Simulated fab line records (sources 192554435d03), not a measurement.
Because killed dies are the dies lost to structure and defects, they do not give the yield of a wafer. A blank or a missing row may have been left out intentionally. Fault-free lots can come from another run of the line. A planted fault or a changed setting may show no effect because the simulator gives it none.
Lot-split experiment + flow n5-finfet + 21 wafers read from 7 lots, route of 1938 steps

## SPLIT DETAILS
At N5_BEOL_M14_ILD_DEP_00 (deposits SiO2 from TEOS/O2, target thk 1119.3 nm, time 237.4 s), the setting time-s was moved away from the recipe's 237.4 s on 11 of the 21 wafers read, by -7.7% to +14.9%. The other wafers ran this setting at the recipe's value.

No step appears in the file between the split and the reading.

## THE READING
Values of M14_ILD_THK in nm from N5_BEOL_M14_THK_MEAS_01. On this fab line, fault-free wafers typically give 1115 nm with a standard deviation of 13 nm.

| wafer  | tool, chamber at the split | time-s as run, s | against the recipe | M14_ILD_THK, nm | against lot-mates on the recipe |
|--------|----------------------------|------------------|--------------------|-----------------|---------------------------------|
| L079.1 | pecvd-02, 2                | 237.4            | recipe             | 1103            | -                               |
| L079.3 | pecvd-02, 1                | 237.4            | recipe             | 1113            | -                               |
| L079.6 | pecvd-02, 1                | 262.4            | +10.5%             | 1251            | +143                            |
| L082.3 | pecvd-02, 0,2              | 237.4            | recipe             | 1104            | -                               |
| L082.4 | pecvd-02, 1                | 261.6            | +10.2%             | 1245            | +141                            |
| L082.5 | pecvd-02, 0,2              | 237.4            | recipe             | 1104            | -                               |
| L080.1 | pecvd-02, 0                | 272.8            | +14.9%             | 1294            | +146                            |
| L080.2 | pecvd-02, 2                | 272.8            | +14.9%             | 1279            | +131                            |
| L080.4 | pecvd-02, 1                | 237.4            | recipe             | 1148            | -                               |
| L083.2 | pecvd-02, 2                | 237.4            | recipe             | 1100            | -                               |
| L083.3 | pecvd-02, 0                | 237.4            | recipe             | 1111            | -                               |
| L083.6 | pecvd-02, 1                | 237.4            | recipe             | 1132            | -                               |
| L092.1 | pecvd-01, 0                | 224.6            | -5.4%              | 1053            | no lot-mate on the recipe       |
| L092.5 | pecvd-01, 0                | 224.6            | -5.4%              | 1079            | no lot-mate on the recipe       |
| L092.6 | pecvd-01, 2                | 224.6            | -5.4%              | 1063            | no lot-mate on the recipe       |
| L090.3 | pecvd-01, 1                | 237.4            | recipe             | 1112            | -                               |
| L090.5 | pecvd-01, 0                | 219.2            | -7.7%              | 1056            | -56                             |
| L090.6 | pecvd-01, 1                | 219.2            | -7.7%              | 1038            | -74                             |
| L096.2 | pecvd-02, 1                | 269.5            | +13.5%             | 1280            | +127                            |
| L096.3 | pecvd-02, 2                | 269.5            | +13.5%             | 1264            | +111                            |
| L096.6 | pecvd-02, 1                | 237.4            | recipe             | 1153            | -                               |
If several chambers appear in one row, that row covers several wafers at once and the file leaves open which wafer was in which chamber.

THE FIT
A straight line over all 21 wafers: M14_ILD_THK changes by +11.1 nm for each +1% of time-s; r = +0.98; the points scatter about the line by 16 nm.
The same after taking each lot's own level away (the mean of its wafers on the recipe; 18 wafers): +9.68 nm for each +1%; r = +0.97; scatter 17 nm.
That fit puts the effect of the largest move of time-s on the reading at 1.4e+02 nm.
Measured against the standard deviation above, the lots' own levels, which go from 1104.0 to 1153.0 nm, span 3.8 times it.
In other words, the slope is changed by the lot-to-lot level; the two fits disagree.
Check: +148 nm against its lot-mates is what the line predicts for one of the wafers moved furthest among these (+14.9%) when that wafer is left out of the fit. It came out at +146 nm against them.

## THESE WAFERS: OTHER SPLITS
These wafers also went through other splits before the reading. Each is held against what the fit with the lots' levels taken away leaves over:
| other split on the same wafers | wafers away from the commonest value | r with M14_ILD_THK (lot level and that fit taken away) |
|--------------------------------|--------------------------------------|--------------------------------------------------------|
| N5_BEOL_M13_SPUTTER_43 time-s  | 2                                    | +0.03                                                  |

## THE WHOLE CHAIN: every reading that the file lists as answering this split, in the file's order
| step                    | what it does                                                   | reading                                                                             | change (the file's fit)              | r (the file's) |
|-------------------------|----------------------------------------------------------------|-------------------------------------------------------------------------------------|--------------------------------------|----------------|
| N5_BEOL_M14_ILD_DEP_00  | deposits SiO2 from TEOS/O2, target thk 1119.3 nm, time 237.4 s | SiO2_of_BEOL_M14_ILD_DEP_00.thk-nm (the simulator's own value, which no gauge read) | +10.5 nm for each +1% of the setting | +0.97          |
| N5_BEOL_M14_THK_MEAS_01 |                                                                | M14_ILD_THK                                                                         | +10.5 for each +1% of the setting    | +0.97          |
| N5_BEOL_M14_VIA_ETCH_16 | etches SiO2 in C4F8/O2/Ar, target depth 1231.3 nm              | etch.depth-nm (the simulator's own value, which no gauge read)                      | +10.5 nm for each +1% of the setting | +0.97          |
| N5_BEOL_M14_VIA_ETCH_16 | etches SiO2 in C4F8/O2/Ar, target depth 1231.3 nm              | coat_of_BEOL_M14_COAT_04.thk-nm (the simulator's own value, which no gauge read)    | -2.7 nm for each +1% of the setting  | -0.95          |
| N5_BEOL_M14_ETCH_38     | etches SiCN in CF4/N2, target depth 106.5 nm, time 120.6 s     | SiO2_of_BEOL_M14_ILD_DEP_00.thk-nm (the simulator's own value, which no gauge read) | +10.6 nm for each +1% of the setting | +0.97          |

## FILE'S OWN FIT
M14_ILD_THK changes by +10.5 nm for each +1% of time-s, r = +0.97.
